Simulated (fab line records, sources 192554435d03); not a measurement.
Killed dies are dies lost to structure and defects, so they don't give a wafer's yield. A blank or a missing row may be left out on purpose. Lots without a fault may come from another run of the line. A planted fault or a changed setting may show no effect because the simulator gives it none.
Split-lot experiment | flow n5_finfet | 7 lots, 21 wafers read, on a route of 1938 steps

THE SPLIT
At N5_BEOL_M1_COAT_68 (time 60 s, resist thk 12 nm), the setting spin_rpm was moved away from the recipe's 1500 rpm on 7 of the 21 wafers read, by -9.4% to +9.7%. The other wafers ran this setting at the recipe's value.

FROM THE SPLIT TO THE READING: what the file shows between them, 7 steps
- N5_BEOL_M1_COAT_76: time 60 s, resist thk 5 nm (also split here: spin_rpm)
- N5_BEOL_M1_COAT_22: resist thk 30 nm
- N5_BEOL_M1_EBR_24
- N5_BEOL_M1_DESCUM_33: chemistry O2, time 7 s
- N5_BEOL_M1_ETCH_77: etches underlayer in N2/H2, target depth 6.5 nm, time 5.2 s
- N5_BEOL_M1_ETCH_69: etches SiARC in CF4, target depth 15.6 nm, time 26 s
- N5_BEOL_M1_ALD_98: deposits SiO2, target thk 2.5 nm, pulse time 1 s, co reactant pulse time 1 s

THE READING
CAR-EUV_of_BEOL_M1_COAT_22.thk_nm (the simulator's own value, which no gauge read), in nm, at N5_BEOL_M1_ETCHBACK_99 (etches SiO2 in CHF3, target depth 5 nm, time 10.4 s). The file gives no usual value for it. The 14 wafers here that ran the recipe average 10.4 nm, standard deviation 0.11 nm.

wafer  | tool, chamber at the split | spin_rpm as run, rpm | against the recipe | CAR-EUV_of_BEOL_M1_COAT_22.thk_nm, nm | against lot-mates on the recipe
L074.1 | litho_track-05, 0          | 1500                 | recipe             | 10.4                                  | -
L074.6 | litho_track-05, 0          | 1500                 | recipe             | 10.4                                  | -
L074.2 | litho_track-05, 0          | 1359                 | -9.4%              | 10                                    | -0.4
L075.1 | litho_track-05, 0          | 1500                 | recipe             | 10.4                                  | -
L075.2 | litho_track-05, 0          | 1500                 | recipe             | 10.4                                  | -
L075.3 | litho_track-05, 0          | 1500                 | recipe             | 10.6                                  | -
L082.2 | litho_track-05, 0          | 1500                 | recipe             | 10.6                                  | -
L082.3 | litho_track-05, 0          | 1645                 | +9.7%              | 11                                    | +0.4
L082.5 | litho_track-05, 0          | 1645                 | +9.7%              | 11.2                                  | +0.6
L084.2 | litho_track-04, 0          | 1500                 | recipe             | 10.4                                  | -
L084.3 | litho_track-04, 0          | 1545                 | +3.0%              | 10.8                                  | +0.4
L084.6 | litho_track-04, 0          | 1545                 | +3.0%              | 10.6                                  | +0.2
L085.1 | litho_track-04, 0          | 1580                 | +5.3%              | 10.6                                  | +0.4
L085.4 | litho_track-04, 0          | 1500                 | recipe             | 10.2                                  | -
L085.6 | litho_track-04, 0          | 1580                 | +5.3%              | 10.8                                  | +0.6
L087.1 | litho_track-04, 0          | 1500                 | recipe             | 10.4                                  | -
L087.2 | litho_track-04, 0          | 1500                 | recipe             | 10.4                                  | -
L087.5 | litho_track-04, 0          | 1500                 | recipe             | 10.4                                  | -
L097.1 | litho_track-03, 0          | 1500                 | recipe             | 10.2                                  | -
L097.2 | litho_track-03, 0          | 1500                 | recipe             | 10.4                                  | -
L097.5 | litho_track-03, 0          | 1500                 | recipe             | 10.4                                  | -

THE FIT
A straight line over all 21 wafers: CAR-EUV_of_BEOL_M1_COAT_22.thk_nm changes by +0.0616 nm for each +1% of spin_rpm; r = +0.90; the points scatter about the line by 0.12 nm.
The same after taking each lot's own level away (the mean of its wafers on the recipe; 21 wafers): +0.0562 nm for each +1%; r = +0.90; scatter 0.11 nm.
On that fit, the largest move of spin_rpm shifts the reading by 0.54 nm.
The lots' own levels span 10.20 to 10.60 nm, that is 3.7 times the standard deviation above.
So the lot-to-lot level changes the slope little: the two slopes agree.
Check: with one of the wafers moved furthest among these (+9.7%) left out of the fit, the line predicts +0.642 nm for it against its lot-mates. It came out at +0.4 nm against them.

OTHER SPLITS ON THESE WAFERS
These wafers also went through other splits before the reading. Each is held against what the fit with the lots' levels taken away leaves over:
other split on the same wafers          | wafers away from the commonest value | r with CAR-EUV_of_BEOL_M1_COAT_22.thk_nm (lot level and that fit taken away)
N5_GATE_CUT_COAT_34 spin_rpm            | 6                                    | +0.08
N5_MOL_CONTACT_COAG_EXPOSE_05 dose_mj   | 6                                    | +0.02
N5_MOL_CONTACT_COAG_ETCH_91 time_s      | 8                                    | +0.41
N5_MOL_CONTACT_COAG_ETCHBACK_135 time_s | 11                                   | -0.18
N5_BEOL_M0_SAQP_DESCUM_45 time_s        | 11                                   | -0.02
N5_BEOL_M0_SAQP_ALD_48 ald_cycles       | 9                                    | +0.08
N5_BEOL_M1_COAT_76 spin_rpm             | 5                                    | +0.60

THE WHOLE CHAIN: every reading that the file lists as answering this split, in the file's order
step                   | what it does                                         | reading                                                                            | change (the file's fit)                | r (the file's)
N5_BEOL_M1_COAT_68     | time 60 s, resist thk 12 nm                          | SiARC_of_BEOL_M1_COAT_68.thk_nm (the simulator's own value, which no gauge read)   | -0.0598 nm for each +1% of the setting | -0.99
N5_BEOL_M1_ETCH_69     | etches SiARC in CF4, target depth 15.6 nm, time 26 s | etch_rf_on_time_s                                                                  | withheld for each +1% of the setting   | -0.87
N5_BEOL_M1_ETCH_69     | etches SiARC in CF4, target depth 15.6 nm, time 26 s | etch.depth_nm (the simulator's own value, which no gauge read)                     | -0.0618 nm for each +1% of the setting | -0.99
N5_BEOL_M1_ETCHBACK_99 | etches SiO2 in CHF3, target depth 5 nm, time 10.4 s  | CAR-EUV_of_BEOL_M1_COAT_22.thk_nm (the simulator's own value, which no gauge read) | +0.0555 nm for each +1% of the setting | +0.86

THE FILE'S OWN FIT
CAR-EUV_of_BEOL_M1_COAT_22.thk_nm changes by +0.0555 nm for each +1% of spin_rpm, r = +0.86.
